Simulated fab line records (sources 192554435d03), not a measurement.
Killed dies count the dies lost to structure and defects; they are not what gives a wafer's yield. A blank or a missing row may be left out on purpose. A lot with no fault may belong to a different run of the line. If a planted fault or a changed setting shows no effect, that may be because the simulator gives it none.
Comparing a struck lot with a sound one :: flow n5_finfet :: 36 out of 1938 route steps
Sound: these wafers, L183.2, L183.4, L183.6. Struck: wafer L194.1. (L194.5, L194.6 of the same lot were not struck and are left out.) The cause comes at the end.
Each step with rows lists, per side, the tool, then ch with its chambers, then its first start. Under that, the readings that differ: sound wafers :: struck wafers :: difference of the means :: sigmas: that difference in standard deviations of wafers without a fault.
alike: a reading whose means differ by less than 2 such deviations, as well as words and numbers matching on both sides. not compared: withheld readings; readings where some wafer has no value; bounds like >300 that might hide an equal value; numbers whose values overlap and for which the record gives no deviation.
The two part at a step that has a row with sigmas, a row that says differs or no value, or rows on one side only. When numbers do not overlap yet have no deviation, they are printed without sigmas and do not part them. A reading missing from all wafers of one side parts the sides only when that side holds two or more wafers.

first, 9 steps without rows for these wafers: N5_BEOL_M4_ANNEAL_95 (time 240 s); N5_BEOL_M4_SPUTTER_96 (material Cu, target thk 4.5 nm, time 8.29 s); N5_BEOL_M4_ECD_50 (material Cu, target thk 300 nm); N5_BEOL_M4_ANNEAL_51 (time 90 s); N5_BEOL_M4_CMP_52 (polishes, stops on SiOC, t overpolish 6.8 s, target thk 40 nm); N5_BEOL_M4_PRE_CLEAN_60 (time 15 s); N5_BEOL_M4_CO_CAP_55 (material Co, precursor CCTBA/H2, target thk 2 nm, time 102.1 s); N5_BEOL_M4_PRE_CLEAN_56 (time 15 s); N5_BEOL_M4_DEP_57 (deposits SiCN from 3MS/NH3, target thk 8 nm, time 14 s).
N5_BEOL_M4_RC_MEAS_101:
  sound on prober-02 ch 0, day 8 21:24; struck on prober-02 ch 0, day 11 20:43
reading: DIBL_N (mV/V)
sound: 29.5 31.8 34.0
struck: 39.9
difference: +8.1
sigmas: +3

reading: IOFF_N (nA/um)
sound: 0.08 0.10 0.12
struck: 0.20
difference: +0.10
sigmas: +2

reading: VT_N (mV)
sound: 261 258 257
struck: 244
difference: -15
sigmas: -3
  alike: DIBL_P, IOFF_P, ION_N, ION_P, SS_N, SS_P, VT_P
then, 24 steps without rows for these wafers: N5_BEOL_M5_ILD_DEP_00 (deposits SiCOH lowk from DEMS/porogen, target thk 140.64 nm, time 25.9 s); N5_BEOL_M5_CURE_79 (cures SiCOH lowk, time 240 s); N5_BEOL_M5_PECVD_70 (deposits SiO2 from TEOS/O2, target thk 16 nm, time 18 s); N5_BEOL_M5_HM_DEP_02 (deposits TiN, target thk 20 nm); N5_BEOL_M5_COAT_59 (time 60 s, resist thk 60 nm); N5_BEOL_M5_COAT_60 (time 60 s, resist thk 12 nm); N5_BEOL_M5_COAT_71 (time 60 s, resist thk 5 nm); N5_BEOL_M5_COAT_05 (resist thk 30 nm); N5_BEOL_M5_EBR_07; N5_BEOL_M5_SOFTBAKE_06 (time 60 s); N5_BEOL_M5_EXPOSE_08 (exposes mask M5, target cd 28 nm); N5_BEOL_M5_PEB_09 (peb time 60 s); N5_BEOL_M5_DEVELOP_10 (develop time 30 s); N5_BEOL_M5_DESCUM_16 (chemistry O2, time 7 s); N5_BEOL_M5_ETCH_72 (etches underlayer in N2/H2, target depth 6.5 nm, time 5.2 s); N5_BEOL_M5_ETCH_61 (etches SiARC in CF4, target depth 15.6 nm, time 26 s); N5_BEOL_M5_ETCH_62 (etches SOC in N2/H2, target depth 75 nm, overetch 15 nm, time 112.5 s); N5_BEOL_M5_STRIP_63 (strips in N2/H2); N5_BEOL_M5_STRIP_73 (strips in N2/H2); N5_BEOL_M5_STRIP_64 (strips in CF4); N5_BEOL_M5_HM_OPEN_17 (chemistry Cl2/BCl3, target TiN, target depth 20 nm, overetch 6 nm); N5_BEOL_M5_STRIP_19 (strips in O2); N5_BEOL_M5_COAT_65 (time 60 s, resist thk 60 nm); N5_BEOL_M5_COAT_66 (time 60 s, resist thk 12 nm).
-- here the record skips 4 days between the struck wafers' starts before and after, leaving off in module BEOL_M5 and picking up in module PASSIVATION (first step shown: number 1930 of the route) --
N5_PASSIVATION_ETCH_54: etches SiO2 in CHF3/O2, target depth 880 nm, time 440 s.
  sound on rie_diel-01 ch 0,1,3, day 13 10:56; struck on rie_diel-01 ch 2, day 15 23:26
reading: throttle_valve_pct (%)
sound: 18.90 18.27 19.05
struck: 19.29
difference: +0.55
sigmas: +2

reading: model.PASSIVATION.feature_depth_nm (nm)
sound: 860.2 883.8 882.2
struck: 635.2
difference: -240.2
sigmas: 

reading: model.etch.depth_nm (nm)
sound: 860.1 883.9 882.2
struck: 635.2
difference: -240.2
sigmas: 
  alike: drypump_motor_current_A, oes_product_au, rf_vpp_V, showerhead_plenum_p_Torr
  not compared: rf_hours_counter_h
N5_PASSIVATION_PROBE_49:
  record: rows for the struck wafers here (prober-01, day 16 02:13), none for the sound ones

WHERE THEY PART
Earliest at N5_BEOL_M4_RC_MEAS_101; latest, in this record, at N5_PASSIVATION_PROBE_49.

WHY: what had been put in by the simulator
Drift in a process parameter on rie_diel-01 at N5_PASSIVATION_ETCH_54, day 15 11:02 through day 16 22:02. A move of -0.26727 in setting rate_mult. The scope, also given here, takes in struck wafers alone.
